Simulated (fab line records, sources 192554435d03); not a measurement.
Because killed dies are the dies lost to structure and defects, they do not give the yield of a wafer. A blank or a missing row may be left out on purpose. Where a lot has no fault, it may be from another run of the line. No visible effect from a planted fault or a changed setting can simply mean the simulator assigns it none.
fab line records	flow n5-finfet	part 1 of 2: steps 1 to 4 of 6
record lots=23	wafers=69	last-day=20
route steps=1938 shown BEOL_M6@1197
lots that met no fault: taken from a fault-free run of the same line
start-h: start of the lot's first displayed wafer, in hours after the record's first day	wait-h: hours elapsed since this lot's preceding step	" the same as in the row above	L1.1+2: a row that stands for several wafers	- no value, or no start given	* or withheld: withheld	< > ~ a bound
route shown NAME@n: NAME is a module with steps in the file, n the number in the route of the first one	usual: average and standard deviation across the fault-free wafers	same: alike in all rows	chamber/n: place in a boat	sites: per-site readings	_std_site: their standard deviation	_edge_site: outer sites' mean less inner sites'	radius-mm: how far each site lies from the wafer's centre	mask NAME#n: copy n	behind: tool/chamber where the wafer was last shaped	hold: reason for holding the lot/hours on hold/outcome of the hold	device: whichever transistor did not switch (one of n, p or np)	end of line: the tests these same wafers got at the end of their route	step lacking rows: just its recipe	killed: count of dies lost to structure and defects at first sort (not the wafer's yield)	map: dies across one wafer; x = killed, . = not, _ = none there
set.NAME: the run value of the setting; set.NAME@STEP: its run value at that earlier step	model.NAME: the simulator's own value behind a step, which no gauge read
one table for each step of the route and one row for each wafer, over a sample of lots
services: the hour from which a tool's chamber was out of use, counted from the record's first day as start-h (under 0 if before that day), plus the number of hours and why
## steps
# step N5_BEOL_M6_PECVD_70
# recipe material=SiO2	target-thk-a=200	temp-c=400	precursor=TEOS/O2	pressure-torr=5.5	rf-w=450	teos-flow-sccm=53.8	gas=O2	flow-sccm=3000	time-s=22.7
# usual heater-power-w=811/91	showerhead-plenum-p-Torr=8.75/0.082	susceptor-temp-C=400.01/0.23	throttle-valve-pct=21.4/0.81
lot.wafer	tool	chamber	start-h	wait-h	heater-power-w	showerhead-plenum-p-Torr	susceptor-temp-C	throttle-valve-pct
L075.3	pecvd-01	1	244.86	0.0	883	8.79	400.00	20.9
L075.4	"	0	"	"	973	8.79	400.14	21.2
L075.6	"	2	"	"	657	8.63	399.86	20.6
L074.1	pecvd-02	0	252.09	0.0	688	8.77	400.05	20.9
L074.5	"	2	"	"	773	8.84	399.98	20.5
L074.6	"	0	"	"	693	8.76	399.85	20.6
L076.1	pecvd-03	2	252.62	0.0	813	8.61	400.19	22.1
L076.5	"	0	"	"	774	8.80	399.68	22.6
L076.6	"	2	"	"	789	8.60	400.06	22.1
L078.1	pecvd-02	2	253.19	0.0	845	8.86	399.92	20.3
L078.2	"	0	"	"	721	8.74	400.17	21.0
L078.4	"	2	"	"	863	8.83	400.07	20.4
L077.2	pecvd-02	2	270.02	0.0	740	8.82	400.32	20.5
L077.3	"	0	"	"	664	8.77	399.78	20.9
L077.6	"	1	"	"	838	8.85	399.97	21.9
L079.4	pecvd-03	2	274.51	0.1	761	8.59	399.93	22.2
L079.5	"	0	"	"	845	8.80	399.85	22.8
L079.6	"	1	"	"	721	8.73	399.96	22.3
L081.2	pecvd-02	1	294.00	0.0	869	8.86	400.09	21.9
L081.5	"	0	"	"	654	8.74	399.85	21.0
L081.6	"	2	"	"	842	8.85	399.58	20.4
L084.2	pecvd-02	2	303.39	0.0	723	8.81	399.86	20.7
L084.3	"	0	"	"	621	8.75	400.25	20.8
L084.6	"	2	"	"	728	8.85	400.11	20.6
L082.4	pecvd-01	0	309.70	0.1	949	8.77	400.09	21.4
L082.5	"	2	"	"	767	8.63	400.17	20.6
L082.6	"	0	"	"	927	8.77	400.13	21.2
L080.1	pecvd-03	0	313.39	0.0	940	8.78	399.88	22.7
L080.5	"	0	"	"	931	8.80	399.90	22.7
L080.6	"	1	"	"	772	8.77	399.74	22.3
L087.1	pecvd-02	2	320.05	0.0	839	8.84	400.28	20.4
L087.2	"	0	"	"	672	8.75	400.25	21.1
L087.3	"	1	"	"	915	8.81	399.81	22.0
L085.1	pecvd-01	0	333.06	0.0	938	8.80	399.52	21.1
L085.4	"	1	"	"	762	8.77	399.65	20.7
L085.5	"	0	"	"	923	8.77	399.76	21.1
L088.3	pecvd-03	2	334.72	0.0	775	8.59	400.04	22.3
L088.4	"	2	"	"	806	8.62	400.05	22.1
L088.5	"	1	"	"	888	8.77	400.10	22.4
L089.3	pecvd-03	1	347.86	0.0	856	8.76	399.94	22.2
L089.5	"	2	"	"	787	8.59	399.57	22.2
L089.6	"	0	"	"	869	8.83	399.96	23.0
L090.1	pecvd-01	1	349.54	0.0	805	8.79	399.78	20.7
L090.4	"	1	"	"	831	8.79	399.79	20.7
L090.5	"	0	"	"	992	8.78	400.04	21.1
L093.1	pecvd-01	1	358.35	0.0	901	8.80	399.87	20.6
L093.3	"	0	"	"	960	8.79	400.30	21.1
L093.4	"	1	"	"	951	8.80	399.83	21.1
L091.2	pecvd-01	2	358.75	0.0	761	8.61	399.75	20.8
L091.3	"	0	"	"	882	8.78	400.15	21.1
L091.4	"	1	"	"	915	8.80	400.15	20.7
L086.3	pecvd-01	2	361.80	0.0	660	8.65	400.48	20.7
L086.4	"	1	"	"	777	8.82	399.71	20.9
L086.5	"	2	"	"	682	8.63	400.15	20.1
L095.1	pecvd-01	1	364.98	0.0	847	8.78	400.36	20.9
L095.4	"	2	"	"	710	8.60	400.33	20.8
L095.6	"	1	"	"	844	8.77	400.17	20.6
L092.2	pecvd-03	2	381.35	0.0	687	8.60	400.16	22.0
L092.5	"	2	"	"	684	8.61	400.22	22.0
L092.6	"	0	"	"	957	8.79	399.62	22.9
L094.1	pecvd-01	0	384.83	0.0	893	8.80	400.36	21.1
L094.4	"	1	"	"	858	8.79	399.56	21.0
L094.6	"	0	"	"	872	8.77	400.18	21.1
L096.3	pecvd-03	2	386.49	0.1	732	8.61	400.03	22.1
L096.4	"	0	"	"	840	8.79	400.01	23.0
L096.5	"	2	"	"	714	8.60	400.04	22.3
L097.3	pecvd-01	1	389.86	0.0	787	8.80	400.06	20.8
L097.4	"	0	"	"	832	8.79	400.57	21.3
L097.6	"	2	"	"	785	8.62	400.14	20.7
# step N5_BEOL_M6_HM_DEP_02
# recipe material=TiN	target-thk-a=200	temp-c=25	chamber-pressure-pa=0.49996
# usual substrate-temp-c=25.02/0.11	susceptor-temp-C=24.98/0.095	throttle-valve-pct=29.8/0.95
lot.wafer	tool	chamber	start-h	wait-h	substrate-temp-c	susceptor-temp-C	throttle-valve-pct
L075.3	pvd-sputter-03	-	244.92	0.0	24.95	25.09	30.5
L075.4	"	-	"	"	24.79	24.93	31.0
L075.6	"	-	"	"	25.00	24.95	28.7
L074.1	pvd-sputter-01	-	254.04	1.9	25.05	24.98	28.9
L074.5	"	-	"	"	24.97	25.09	28.9
L074.6	"	-	"	"	25.00	24.92	31.3
L076.1	pvd-sputter-01	-	254.14	1.5	24.85	25.03	29.8
L076.5	"	-	"	"	25.26	24.93	28.9
L076.6	"	-	"	"	24.90	24.98	31.2
L078.1	pvd-sputter-01	-	254.24	1.0	24.96	24.90	31.0
L078.2	"	-	"	"	24.99	25.11	28.9
L078.4	"	-	"	"	25.00	25.02	30.0
L077.2	pvd-sputter-03	-	270.81	0.8	24.90	25.13	30.5
L077.3	"	-	"	"	24.89	24.91	28.7
L077.6	"	-	"	"	24.96	24.93	31.0
L079.4	pvd-sputter-03	-	275.53	1.0	25.07	24.98	29.7
L079.5	"	-	"	"	24.92	25.01	29.8
L079.6	"	-	"	"	24.79	25.05	30.7
L081.2	pvd-sputter-01	-	294.87	0.9	24.98	24.86	31.2
L081.5	"	-	"	"	25.18	25.09	28.8
L081.6	"	-	"	"	25.15	24.92	31.1
L084.2	pvd-sputter-01	-	305.22	1.8	24.91	24.88	30.9
L084.3	"	-	"	"	25.13	24.99	28.6
L084.6	"	-	"	"	24.93	24.92	31.4
L082.4	pvd-sputter-02	-	311.10	1.4	25.11	24.85	30.4
L082.5	"	-	"	"	25.01	24.81	29.0
L082.6	"	-	"	"	24.90	24.91	29.3
L080.1	pvd-sputter-01	-	315.23	1.8	25.00	25.04	28.8
L080.5	"	-	"	"	25.23	24.84	28.6
L080.6	"	-	"	"	25.04	25.07	31.5
L087.1	pvd-sputter-01	-	322.03	2.0	25.05	25.03	28.8
L087.2	"	-	"	"	25.24	24.81	28.6
L087.3	"	-	"	"	25.06	25.11	29.4
L085.1	pvd-sputter-03	-	334.13	1.0	25.16	24.94	30.4
L085.4	"	-	"	"	25.08	25.02	28.6
L085.5	"	-	"	"	25.11	24.93	30.6
L088.3	pvd-sputter-03	-	334.78	0.0	25.10	24.82	28.4
L088.4	"	-	"	"	24.93	25.00	30.7
L088.5	"	-	"	"	24.97	25.00	30.8
L089.3	pvd-sputter-01	-	350.42	2.5	25.12	24.92	29.0
L089.5	"	-	"	"	25.09	24.91	28.8
L089.6	"	-	"	"	24.96	24.95	31.1
L090.1	pvd-sputter-01	-	350.82	1.3	25.02	24.96	31.2
L090.4	"	-	"	"	24.72	24.96	28.8
L090.5	"	-	"	"	24.93	24.89	28.7
L093.1	pvd-sputter-03	-	358.49	0.1	24.93	25.09	30.7
L093.3	"	-	"	"	24.99	24.99	28.6
L093.4	"	-	"	"	25.05	24.96	30.5
L091.2	pvd-sputter-01	-	359.85	1.1	24.85	24.90	30.9
L091.3	"	-	"	"	25.06	25.02	28.9
L091.4	"	-	"	"	25.18	25.10	28.7
L086.3	pvd-sputter-03	-	364.20	2.4	24.95	25.13	30.0
L086.4	"	-	"	"	24.89	24.81	28.7
L086.5	"	-	"	"	25.03	24.93	28.6
L095.1	pvd-sputter-01	-	365.30	0.3	24.93	25.05	29.6
L095.4	"	-	"	"	24.99	24.87	28.8
L095.6	"	-	"	"	25.04	24.84	28.8
L092.2	pvd-sputter-02	-	382.16	0.8	24.81	25.01	30.2
L092.5	"	-	"	"	25.01	24.86	29.5
L092.6	"	-	"	"	25.02	24.92	30.8
L094.1	pvd-sputter-02	-	385.28	0.4	24.83	24.85	30.7
L094.4	"	-	"	"	24.78	24.97	30.7
L094.6	"	-	"	"	24.90	24.98	30.7
L096.3	pvd-sputter-01	-	388.21	1.7	24.89	25.19	29.1
L096.4	"	-	"	"	24.95	24.98	29.4
L096.5	"	-	"	"	24.88	25.11	29.6
L097.3	pvd-sputter-01	-	390.49	0.6	24.82	25.23	28.7
L097.4	"	-	"	"	25.12	24.93	29.6
L097.6	"	-	"	"	25.13	24.90	28.8
# step N5_BEOL_M6_OVL_MEAS_12
# recipe points-per-wafer=44
# usual M6_OVL=0.0/0.77
lot.wafer	tool	chamber	start-h	wait-h	M6_OVL[nm]
L075.3	overlay-01	0	245.33	0.0	0.0
L075.4	"	0	"	"	-0.3
L075.6	"	0	"	"	0.5
L074.1	overlay-01	0	254.58	0.0	-1.5
L074.5	"	0	"	"	-0.2
L074.6	"	0	"	"	-0.6
L076.1	overlay-01	0	254.75	0.0	-0.4
L076.5	"	0	"	"	1.1
L076.6	"	0	"	"	1.2
L078.1	overlay-01	0	254.91	0.0	0.3
L078.2	"	0	"	"	1.0
L078.4	"	0	"	"	1.2
L077.2	overlay-01	0	271.34	0.0	-1.0
L077.3	"	0	"	"	-0.3
L077.6	"	0	"	"	-0.2
L079.4	overlay-01	0	275.94	0.0	0.0
L079.5	"	0	"	"	1.0
L079.6	"	0	"	"	-0.7
L081.2	overlay-01	0	295.42	0.0	-0.4
L081.5	"	0	"	"	0.4
L081.6	"	0	"	"	0.2
L084.2	overlay-01	0	305.75	0.0	-0.6
L084.3	"	0	"	"	0.0
L084.6	"	0	"	"	0.0
L082.4	overlay-01	0	311.63	0.0	0.0
L082.5	"	0	"	"	0.1
L082.6	"	0	"	"	0.2
L080.1	overlay-01	0	315.65	0.0	-0.1
L080.5	"	0	"	"	-0.3
L080.6	"	0	"	"	1.0
L087.1	overlay-01	0	322.57	0.0	0.0
L087.2	"	0	"	"	0.2
L087.3	"	0	"	"	0.0
L085.1	overlay-01	0	334.53	0.0	0.8
L085.4	"	0	"	"	0.1
L085.5	"	0	"	"	0.0
L088.3	overlay-01	0	335.31	0.0	0.1
L088.4	"	0	"	"	0.9
L088.5	"	0	"	"	0.1
L089.3	overlay-02	0	350.95	0.0	1.0
L089.5	"	0	"	"	0.5
L089.6	"	0	"	"	-0.5
L090.1	overlay-02	0	351.35	0.0	1.4
L090.4	"	0	"	"	2.1
L090.5	"	0	"	"	0.4
L093.1	overlay-01	0	358.90	0.0	-0.9
L093.3	"	0	"	"	-2.4
L093.4	"	0	"	"	-1.3
L091.2	overlay-02	0	360.38	0.0	-0.2
L091.3	"	0	"	"	0.7
L091.4	"	0	"	"	0.3
L086.3	overlay-01	0	364.73	0.0	-0.5
L086.4	"	0	"	"	0.3
L086.5	"	0	"	"	-0.9
L095.1	overlay-01	0	365.82	0.0	0.5
L095.4	"	0	"	"	0.2
L095.6	"	0	"	"	0.1
L092.2	overlay-02	0	382.56	0.0	-0.6
L092.5	"	0	"	"	-0.1
L092.6	"	0	"	"	-1.3
L094.1	overlay-02	0	385.81	0.0	1.4
L094.4	"	0	"	"	1.0
L094.6	"	0	"	"	0.4
L096.3	overlay-02	0	388.63	0.0	0.2
L096.4	"	0	"	"	-0.7
L096.5	"	0	"	"	0.2
L097.3	overlay-02	0	391.02	0.0	-0.4
L097.4	"	0	"	"	-0.4
L097.6	"	0	"	"	-1.4
# step N5_BEOL_M6_STRIP_36
# recipe chemistry=N2/H2	power-w=450	temp-c=40	pressure-mtorr=20	rf-frequency-hz=6e+07	overash-fraction=0.3	bias-power-w=7	h2-frac=0.5	n2-flow-sccm=200	h2-flow-sccm=200
# usual bias-power-w=7.002/0.021	drypump-motor-current-A=5.8/0.57	oes-product-au=0.82/0.079	rf-vpp-V=59.2/1.5	showerhead-plenum-p-Torr=2.57/0.1	throttle-valve-pct=23.6/0.32
lot.wafer	tool	chamber	start-h	wait-h	bias-power-w	drypump-motor-current-A	oes-product-au	rf-hours-counter-h	rf-vpp-V	showerhead-plenum-p-Torr	throttle-valve-pct
L075.3	rie-diel-03	2	250.59	0.0	6.953	5.7	0.92	27	61.4	2.69	23.4
L075.4	"	3	"	"	7.018	5.9	0.94	12	60.1	2.71	23.5
L075.6	"	0	"	"	7.018	5.0	0.68	-	59.1	2.49	23.5
L076.1	rie-diel-05	0	257.17	0.0	6.971	6.4	0.95	10	57.8	2.71	23.8
L076.5	"	1	"	"	6.978	5.2	0.71	-	59.1	2.50	23.2
L076.6	"	0	"	"	7.014	6.4	0.94	-	58.2	2.71	23.8
L074.1	rie-diel-02	2	257.38	0.0	6.995	6.5	0.75	174	58.4	2.43	23.8
L074.5	"	2	"	"	6.994	6.5	0.76	-	59.7	2.43	23.8
L074.6	"	3	"	"	7.012	6.8	0.77	-	57.9	2.68	24.0
L078.1	rie-diel-02	0	257.78	0.0	7.035	5.3	0.81	67	58.8	2.68	23.7
L078.2	"	3	"	"	7.010	6.8	0.78	100	59.5	2.68	23.9
L078.4	"	2	"	"	6.967	6.5	0.75	175	60.6	2.43	23.8
L077.2	rie-diel-05	2	272.91	0.0	6.980	5.8	0.79	106	60.8	2.55	23.2
L077.3	"	0	"	"	7.002	6.4	0.93	16	57.5	2.71	23.8
L077.6	"	3	"	"	7.015	5.3	0.70	-	58.2	2.53	23.8
L079.4	rie-diel-03	2	278.32	0.0	7.028	5.8	0.90	-	58.1	2.68	23.4
L079.5	"	3	"	"	6.988	6.0	0.93	-	61.1	2.71	23.5
L079.6	"	1	"	"	7.058	6.3	0.80	-	58.5	2.47	24.1
L081.2	rie-diel-05	2	297.50	0.0	7.036	5.8	0.78	117	58.2	2.54	23.2
L081.5	"	0	"	"	6.965	6.4	0.90	-	61.5	2.70	23.8
L081.6	"	3	"	"	7.004	5.3	0.69	-	57.9	2.53	23.8
L084.2	rie-diel-02	1	307.68	0.0	6.974	5.7	0.85	71	57.1	2.48	23.6
L084.3	"	0	"	"	7.019	5.3	0.80	85	60.8	2.67	23.7
L084.6	"	1	"	"	6.971	5.6	0.84	-	58.4	2.48	23.6
L082.4	rie-diel-02	3	315.24	0.0	6.991	6.8	0.76	123	61.3	2.67	24.0
L082.5	"	0	"	"	7.010	5.3	0.78	-	57.2	2.67	23.7
L082.6	"	3	"	"	6.995	6.8	0.76	-	56.7	2.67	24.0
L080.1	rie-diel-05	2	318.46	0.0	7.036	5.8	0.79	128	59.8	2.54	23.2
L080.5	"	1	"	"	7.021	5.2	0.96	-	58.7	2.49	22.8
L080.6	"	2	"	"	7.002	5.8	0.77	-	57.1	2.54	23.2
L087.1	rie-diel-03	1	325.15	0.0	7.012	6.3	0.79	110	59.4	2.46	24.1
L087.2	"	0	"	"	6.988	5.0	0.91	14	56.5	2.48	23.3
L087.3	"	3	"	"	7.018	6.0	0.91	44	62.3	2.70	23.6
L085.1	rie-diel-03	0	338.13	0.0	7.029	5.0	0.87	18	59.5	2.48	23.3
L085.4	"	2	"	"	6.987	5.7	0.88	56	58.3	2.68	23.4
L085.5	"	0	"	"	7.016	5.0	0.90	-	60.5	2.48	23.3
L088.3	rie-diel-02	1	338.21	0.0	6.990	5.6	0.82	82	56.7	2.47	23.5
L088.4	"	3	"	"	6.995	6.8	0.74	131	59.2	2.67	24.0
L088.5	"	3	"	"	6.967	6.8	0.76	-	56.6	2.67	24.0
L089.3	rie-diel-03	2	356.71	0.0	7.049	5.7	0.87	63	59.6	2.67	23.5
L089.5	"	1	"	"	7.034	6.3	0.80	-	60.7	2.45	24.1
L089.6	"	0	"	"	7.010	5.0	0.87	-	60.2	2.48	23.3
L090.1	rie-diel-05	0	357.17	0.0	6.998	6.4	0.89	37	59.3	2.70	23.8
L090.4	"	0	"	"	6.982	6.4	0.87	-	60.0	2.70	23.8
L090.5	"	1	"	"	6.990	5.2	0.92	-	61.1	2.49	22.8
L091.2	rie-diel-03	0	363.49	0.0	6.992	5.0	0.87	25	60.5	2.48	23.3
L091.3	"	1	"	"	6.987	6.3	0.77	123	57.7	2.45	24.1
L091.4	"	2	"	"	7.025	5.7	0.86	65	58.8	2.67	23.5
L093.1	rie-diel-05	3	363.67	0.0	6.974	5.3	1.02	0	62.0	2.52	23.3
L093.3	"	1	"	"	7.003	5.2	0.90	23	59.2	2.48	22.8
L093.4	"	2	"	"	6.996	5.8	0.76	143	59.6	2.53	23.2
L095.1	rie-diel-03	1	367.39	0.0	7.023	6.3	0.78	124	60.4	2.45	24.1
L095.4	"	2	"	"	6.971	5.7	0.87	66	59.4	2.67	23.4
L095.6	"	1	"	"	6.993	6.3	0.77	-	59.1	2.45	24.1
L086.3	rie-diel-05	3	367.40	0.0	7.023	5.3	0.98	2	58.3	2.52	23.4
L086.4	"	1	"	"	7.017	5.2	0.91	25	57.9	2.48	22.8
L086.5	"	3	"	"	6.986	5.3	0.98	-	60.0	2.52	23.4
L092.2	rie-diel-02	3	384.26	0.0	7.000	6.8	0.74	148	57.4	2.66	24.0
L092.5	"	3	"	"	7.032	6.8	0.72	-	59.7	2.66	24.0
L092.6	"	0	"	"	7.000	5.3	0.76	-	59.3	2.66	23.7
L094.1	rie-diel-02	3	389.19	0.0	6.988	6.8	0.72	149	59.4	2.66	24.0
L094.4	"	3	"	"	7.018	6.8	0.73	-	58.6	2.66	24.0
L094.6	"	1	"	"	6.964	5.7	0.81	-	61.1	2.47	23.6
L096.3	rie-diel-02	0	391.27	0.0	6.984	5.3	0.76	114	58.7	2.66	23.7
L096.4	"	1	"	"	7.014	5.6	0.81	100	59.6	2.47	23.6
L096.5	"	3	"	"	6.986	6.8	0.74	-	61.0	2.66	24.0
L097.3	rie-diel-05	1	392.71	0.0	7.007	5.2	0.88	33	59.9	2.48	22.9
L097.4	"	0	"	"	7.001	6.4	0.86	49	60.1	2.69	23.8
L097.6	"	0	"	"	7.019	6.4	0.85	-	59.3	2.69	23.8
